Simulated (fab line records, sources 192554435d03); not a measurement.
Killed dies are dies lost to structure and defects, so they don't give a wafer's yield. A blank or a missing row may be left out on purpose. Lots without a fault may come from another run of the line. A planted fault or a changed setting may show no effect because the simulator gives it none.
Which tool did it? | flow n5_finfet | 24 lots, 72 wafers sampled, at 6 steps of a route of 1938

WHAT THE GAUGES READ, wafer by wafer
N5_BEOL_M11_INSPECT_30: inspects for defects (brightfield).
lot  | measured     | on                | raw_defect_count
L074 | day 10 15:56 | defect_inspect-01 | 387 336 304
L075 | day 10 23:14 | defect_inspect-02 | 356 364 322
L077 | day 11 03:31 | defect_inspect-01 | 585 317 283
L076 | day 11 05:40 | defect_inspect-01 | 333 362 475
L079 | day 12 11:34 | defect_inspect-01 | 409 491 301
L078 | day 12 12:58 | defect_inspect-02 | 376 421 326
L082 | day 12 16:53 | defect_inspect-01 | 227 309 455
L080 | day 12 19:24 | defect_inspect-02 | 391 527 388
L081 | day 12 23:05 | defect_inspect-01 | 439 347 344
L085 | day 13 10:37 | defect_inspect-02 | 561 637 457
L083 | day 13 13:33 | defect_inspect-02 | 391 466 264
L087 | day 13 19:32 | defect_inspect-02 | 312 474 330
L086 | day 13 21:48 | defect_inspect-02 | 367 468 455
L084 | day 14 00:48 | defect_inspect-02 | 383 295 463
L088 | day 14 05:48 | defect_inspect-02 | 326 497 322
L089 | day 14 10:01 | defect_inspect-01 | 447 365 362
L090 | day 15 04:50 | defect_inspect-01 | 242 231 346
L092 | day 15 13:28 | defect_inspect-01 | 385 345 222
L091 | day 15 13:38 | defect_inspect-01 | 251 331 321
L093 | day 15 19:49 | defect_inspect-01 | 325 389 443
L094 | day 16 07:48 | defect_inspect-02 | 437 484 438
L097 | day 16 17:05 | defect_inspect-01 | 350 378 307
L095 | day 16 20:22 | defect_inspect-02 | 372 567 421
L096 | day 16 20:32 | defect_inspect-01 | 393 316 253

N5_BEOL_M11_RS_MEAS_57: measures by four-point-probe.
lot  | measured     | on            | M11_RS (ohm/sq)
L074 | day 10 18:56 | film_metro-01 | 0.152 0.150 0.152
L075 | day 11 03:19 | film_metro-01 | 0.155 0.155 0.154
L077 | day 11 06:52 | film_metro-02 | 0.157 0.152 0.151
L076 | day 11 10:28 | film_metro-01 | 0.158 0.152 0.157
L079 | day 12 15:18 | film_metro-01 | 0.153 0.159 0.151
L078 | day 12 15:40 | film_metro-02 | 0.151 0.151 0.151
L082 | day 12 21:00 | film_metro-01 | 0.156 0.151 0.153
L080 | day 12 22:13 | film_metro-02 | 0.152 0.155 0.149
L081 | day 13 04:49 | film_metro-02 | 0.152 0.151 0.149
L085 | day 13 15:20 | film_metro-02 | 0.145 0.158 0.147
L083 | day 13 18:22 | film_metro-02 | 0.154 0.146 0.144
L087 | day 13 23:26 | film_metro-01 | 0.156 0.150 0.152
L086 | day 14 02:49 | film_metro-02 | 0.151 0.146 0.155
L084 | day 14 04:07 | film_metro-02 | 0.151 0.153 0.151
L088 | day 14 09:01 | film_metro-02 | 0.151 0.148 0.147
L089 | day 14 13:17 | film_metro-01 | 0.155 0.150 0.148
L090 | day 15 09:59 | film_metro-02 | 0.142 0.147 0.140
L092 | day 15 17:16 | film_metro-01 | 0.151 0.148 0.150
L091 | day 15 16:58 | film_metro-02 | 0.143 0.146 0.149
L093 | day 16 01:07 | film_metro-02 | 0.156 0.151 0.152
L094 | day 16 12:00 | film_metro-01 | 0.151 0.150 0.149
L097 | day 16 20:29 | film_metro-01 | 0.154 0.154 0.152
L095 | day 16 23:50 | film_metro-02 | 0.146 0.153 0.146
L096 | day 17 00:10 | film_metro-01 | 0.152 0.158 0.152

N5_BEOL_M12_THK_MEAS_50: measures by xrf.
lot  | measured     | on            | M12_THK (nm)
L074 | day 11 00:05 | film_metro-02 | 330 336 324
L075 | day 11 08:27 | film_metro-01 | 319 330 323
L077 | day 11 11:26 | film_metro-01 | 325 315 326
L076 | day 11 20:03 | film_metro-02 | 324 331 323
L079 | day 12 18:52 | film_metro-01 | 329 327 325
L078 | day 12 21:38 | film_metro-02 | 327 328 335
L082 | day 13 00:55 | film_metro-02 | 330 327 331
L080 | day 13 06:04 | film_metro-02 | 321 334 329
L081 | day 13 12:46 | film_metro-01 | 325 322 326
L085 | day 13 21:20 | film_metro-01 | 316 318 316
L083 | day 13 23:52 | film_metro-02 | 321 322 323
L087 | day 14 05:22 | film_metro-01 | 311 317 326
L086 | day 14 07:51 | film_metro-02 | 336 321 338
L084 | day 14 08:23 | film_metro-02 | 323 328 323
L088 | day 14 14:56 | film_metro-01 | 318 321 322
L089 | day 14 18:41 | film_metro-01 | 318 329 325
L090 | day 15 15:39 | film_metro-01 | 330 321 323
L092 | day 15 21:23 | film_metro-01 | 313 321 317
L091 | day 15 21:05 | film_metro-01 | 319 326 323
L093 | day 16 07:19 | film_metro-01 | 325 316 315
L094 | day 16 16:10 | film_metro-02 | 318 317 318
L097 | day 17 00:44 | film_metro-01 | 329 314 330
L095 | day 17 04:19 | film_metro-01 | 316 323 318
L096 | day 17 07:23 | film_metro-01 | 323 314 321

N5_BEOL_M13_CD_MEAS_10: target cd 190 nm.
lot  | measured     | on        | cd_nm (nm)
L074 | day 11 00:51 | cd_sem-01 | 190.2 189.2 189.4
L075 | day 11 09:06 | cd_sem-02 | 189.9 190.5 190.1
L077 | day 11 12:12 | cd_sem-02 | 190.7 189.4 189.8
L076 | day 11 20:49 | cd_sem-03 | 188.5 188.8 188.4
L079 | day 12 19:38 | cd_sem-02 | 189.1 188.0 187.8
L078 | day 12 22:24 | cd_sem-01 | 187.7 188.0 188.7
L082 | day 13 01:41 | cd_sem-02 | 188.8 189.6 190.6
L080 | day 13 06:49 | cd_sem-02 | 188.4 188.6 189.9
L081 | day 13 13:32 | cd_sem-02 | 189.8 190.6 189.9
L085 | day 13 22:07 | cd_sem-02 | 189.3 188.8 188.2
L083 | day 14 00:37 | cd_sem-02 | 189.2 188.3 189.3
L087 | day 14 06:01 | cd_sem-03 | 190.1 190.4 188.8
L086 | day 14 08:38 | cd_sem-03 | 188.8 188.8 188.6
L084 | day 14 09:13 | cd_sem-03 | 190.5 190.8 191.6
L088 | day 14 15:43 | cd_sem-01 | 190.6 189.3 189.3
L089 | day 14 19:31 | cd_sem-01 | 190.7 189.3 191.3
L090 | day 15 16:31 | cd_sem-03 | 190.4 191.4 191.5
L092 | day 15 22:02 | cd_sem-01 | 189.9 191.0 190.3
L091 | day 15 21:45 | cd_sem-01 | 191.7 190.9 191.1
L093 | day 16 08:05 | cd_sem-03 | 189.5 191.1 189.3
L094 | day 16 16:56 | cd_sem-02 | 190.0 188.3 188.8
L097 | day 17 01:23 | cd_sem-01 | 190.3 190.1 190.8
L095 | day 17 05:06 | cd_sem-03 | 189.8 191.0 190.4
L096 | day 17 08:12 | cd_sem-01 | 191.1 189.6 190.8

N5_BEOL_M13_INSPECT_12: inspects for defects (macro).
lot  | measured     | on                | raw_defect_count
L074 | day 11 00:54 | defect_inspect-01 | 3 0 0
L075 | day 11 09:09 | defect_inspect-02 | 3 0 5
L077 | day 11 12:15 | defect_inspect-01 | 3 1 1
L076 | day 11 20:52 | defect_inspect-01 | 2 3 1
L079 | day 12 19:41 | defect_inspect-01 | 1 3 4
L078 | day 12 22:27 | defect_inspect-02 | 4 0 3
L082 | day 13 01:44 | defect_inspect-01 | 2 3 3
L080 | day 13 06:53 | defect_inspect-01 | 3 2 4
L081 | day 13 13:35 | defect_inspect-01 | 2 4 3
L085 | day 13 22:10 | defect_inspect-02 | 0 2 4
L083 | day 14 00:41 | defect_inspect-01 | 2 1 2
L087 | day 14 06:04 | defect_inspect-02 | 2 3 2
L086 | day 14 08:41 | defect_inspect-02 | 1 2 1
L084 | day 14 09:16 | defect_inspect-01 | 1 2 2
L088 | day 14 15:46 | defect_inspect-01 | 0 3 1
L089 | day 14 19:35 | defect_inspect-02 | 5 4 2
L090 | day 15 16:34 | defect_inspect-02 | 1 2 1
L092 | day 15 22:05 | defect_inspect-01 | 2 1 2
L091 | day 15 21:48 | defect_inspect-01 | 1 1 5
L093 | day 16 08:08 | defect_inspect-01 | 2 2 0
L094 | day 16 16:59 | defect_inspect-02 | 2 1 4
L097 | day 17 01:26 | defect_inspect-01 | 1 3 0
L095 | day 17 05:09 | defect_inspect-01 | 3 2 0
L096 | day 17 08:16 | defect_inspect-02 | 1 0 3

WHICH TOOL RAN EACH LOT (tool, then ch and the chambers of the sampled wafers, then the start)
lot  | N5_BEOL_M12_SPUTTER_45
L074 | pvd_sputter-02, day 10 23:13
L075 | pvd_sputter-01, day 11 06:43
L077 | pvd_sputter-02, day 11 10:34
L076 | pvd_sputter-01, day 11 19:12
L079 | pvd_sputter-02, day 12 18:01
L078 | pvd_sputter-01, day 12 20:46
L082 | pvd_sputter-01, day 13 00:04
L080 | pvd_sputter-03, day 13 05:12
L081 | pvd_sputter-01, day 13 11:55
L085 | pvd_sputter-02, day 13 20:25
L083 | pvd_sputter-03, day 13 22:49
L087 | pvd_sputter-01, day 14 03:48
L086 | pvd_sputter-01, day 14 07:00
L084 | pvd_sputter-01, day 14 07:31
L088 | pvd_sputter-01, day 14 13:58
L089 | pvd_sputter-03, day 14 17:50
L090 | pvd_sputter-02, day 15 14:47
L092 | pvd_sputter-02, day 15 20:32
L091 | pvd_sputter-02, day 15 20:13
L093 | pvd_sputter-01, day 16 05:55
L094 | pvd_sputter-01, day 16 15:19
L097 | pvd_sputter-01, day 16 23:48
L095 | pvd_sputter-03, day 17 03:26
L096 | pvd_sputter-01, day 17 06:22
- N5_BEOL_M12_SPUTTER_45: material Cu, target thk 80 nm, time 13.33 s.

WHAT THE TOOLS THEMSELVES READ (means of the sampled wafers that have a number; where no wafer has one, the mark that the record gives instead)
N5_BEOL_M12_SPUTTER_45.
lot  | tool           | chuck_gas_flow_sccm (sccm) | throttle_valve_pct (%)
L074 | pvd_sputter-02 | 1.32                       | 30.1
L075 | pvd_sputter-01 | 1.22                       | 28.3
L077 | pvd_sputter-02 | 1.30                       | 29.8
L076 | pvd_sputter-01 | 1.29                       | 29.2
L079 | pvd_sputter-02 | 1.27                       | 30.4
L078 | pvd_sputter-01 | 1.21                       | 29.7
L082 | pvd_sputter-01 | 1.23                       | 29.3
L080 | pvd_sputter-03 | 1.31                       | 30.6
L081 | pvd_sputter-01 | 1.24                       | 30.0
L085 | pvd_sputter-02 | 1.26                       | 29.0
L083 | pvd_sputter-03 | 1.24                       | 29.7
L087 | pvd_sputter-01 | 1.25                       | 28.8
L086 | pvd_sputter-01 | 1.23                       | 28.4
L084 | pvd_sputter-01 | 1.23                       | 29.3
L088 | pvd_sputter-01 | 1.26                       | 29.7
L089 | pvd_sputter-03 | 1.28                       | 28.7
L090 | pvd_sputter-02 | 1.27                       | 30.2
L092 | pvd_sputter-02 | 1.30                       | 29.5
L091 | pvd_sputter-02 | 1.28                       | 30.5
L093 | pvd_sputter-01 | 1.23                       | 29.2
L094 | pvd_sputter-01 | 1.26                       | 29.0
L097 | pvd_sputter-01 | 1.26                       | 29.7
L095 | pvd_sputter-03 | 1.29                       | 30.4
L096 | pvd_sputter-01 | 1.28                       | 29.2

THE ANSWER, worked out from the rows above alone
Rule: what is usual is taken from the lots themselves. Put in order of their means at a reading, lots are off if they are a third of the lots or fewer, leave a main group of 4 or more, and stand apart from it by a gap of 3 or more times the standard deviation of the main group's means; of several such gaps the widest counts. A main group whose means are all the same, to the digits that the tables above print for the reading, isn't used. A lot without any number at a reading at which 4 lots or more have one is off too. The other lots that the step has rows for count as sound. The gauges are gone through in route order, then the tools' own readings, and for those a lot's mean is taken as printed above. The first step at which some lot is off is used, and at that step the reading that is off furthest; a lot without a number counts as furthest.
No lot is off at any reading shown: from this, nothing can be told.

WHAT THE SIMULATOR HAD PUT IN
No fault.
